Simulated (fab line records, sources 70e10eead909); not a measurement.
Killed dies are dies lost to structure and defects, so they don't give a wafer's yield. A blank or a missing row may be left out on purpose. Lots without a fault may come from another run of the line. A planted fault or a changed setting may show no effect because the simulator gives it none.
Chamber matching | flow nand_harc | NHARC_A_CHANNEL_HOLE_D2_DESCUM_15 on rie_diel-12: 4 sister chambers
The step chemistry O2, time 3 s. 16 wafers are shown with their chamber, then 8 later ones without.

WAFERS WITH THEIR CHAMBER
wafer  | chamber | oes_product_au (a.u.) | throttle_valve_pct (%) | rf_vpp_V (V)
L074.3 | 3       | 0.986                 | 11.305                 | 57.5
L074.5 | 1       | 1.008                 | 11.312                 | 56.5
L074.6 | 2       | 1.018                 | 11.306                 | 58.5
L075.1 | 1       | 1.002                 | 11.310                 | 57.7
L075.2 | 2       | 1.030                 | 11.319                 | 57.0
L075.5 | 3       | 0.994                 | 11.322                 | 58.3
L076.2 | 3       | 0.980                 | 11.316                 | 57.0
L076.5 | 3       | 0.983                 | 11.314                 | 57.8
L076.6 | 2       | 1.022                 | 11.308                 | 57.1
L086.1 | 3       | 0.984                 | 11.318                 | 60.1
L086.2 | 2       | 1.014                 | 11.301                 | 58.3
L086.5 | 2       | 1.004                 | 11.293                 | 58.3
L088.2 | 3       | 0.994                 | 11.323                 | 57.9
L088.3 | 0       | 1.018                 | 11.312                 | 60.3
L088.5 | 0       | 1.004                 | 11.315                 | 57.8
L092.1 | 0       | 1.018                 | 11.319                 | 58.1

SIGNATURES (means of the wafers above)
reading            | chamber 0 | chamber 1 | chamber 2 | chamber 3 | scatter within a chamber
oes_product_au     | 1.01333   | 1.00500   | 1.01760   | 0.98683   | 0.0076
throttle_valve_pct | 11.31533  | 11.31100  | 11.30540  | 11.31633  | 0.0071
rf_vpp_V           | 58.733    | 57.100    | 57.840    | 58.100    | 1.01
Rule: a wafer's distance from a chamber is the root of the sum, over the readings, of the square of ((its reading less the chamber's mean) divided by the reading's scatter). The wafer belongs to the nearest chamber; if the next one is less than 2 further off, it can't be placed. The scatter: the root of (the sum of the squares of (reading less its chamber's mean) over the shown wafers, divided by (wafers less chambers)).

WAFERS WITHOUT THEIR CHAMBER
wafer  | oes_product_au (a.u.) | throttle_valve_pct (%) | rf_vpp_V (V)
L092.2 | 0.995                 | 11.314                 | 57.2
L092.4 | 1.005                 | 11.314                 | 58.5
L093.1 | 1.014                 | 11.322                 | 58.4
L093.4 | 1.003                 | 11.316                 | 58.2
L093.6 | 1.000                 | 11.324                 | 56.7
L097.1 | 1.003                 | 11.310                 | 57.9
L097.2 | 1.009                 | 11.318                 | 57.5
L097.5 | 1.010                 | 11.319                 | 56.1

WHICH CHAMBER EACH WENT THROUGH
wafer  | from the rows above               | in truth
L092.2 | can't be placed: 1 or 3 or 0 or 2 | 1
L092.4 | can't be placed: 0 or 1 or 2 or 3 | 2
L093.1 | can't be placed: 0 or 1 or 2      | 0
L093.4 | can't be placed: 1 or 0 or 3 or 2 | 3
L093.6 | can't be placed: 1 or 3 or 0 or 2 | 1
L097.1 | can't be placed: 1 or 0 or 2 or 3 | 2
L097.2 | can't be placed: 1 or 0 or 2 or 3 | 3
L097.5 | can't be placed: 1 or 0 or 2      | 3
Placed correctly: 0 of 8. Can't be placed from these rows: 8 (the true chamber is among the candidates in 7). Placed wrongly: 0.
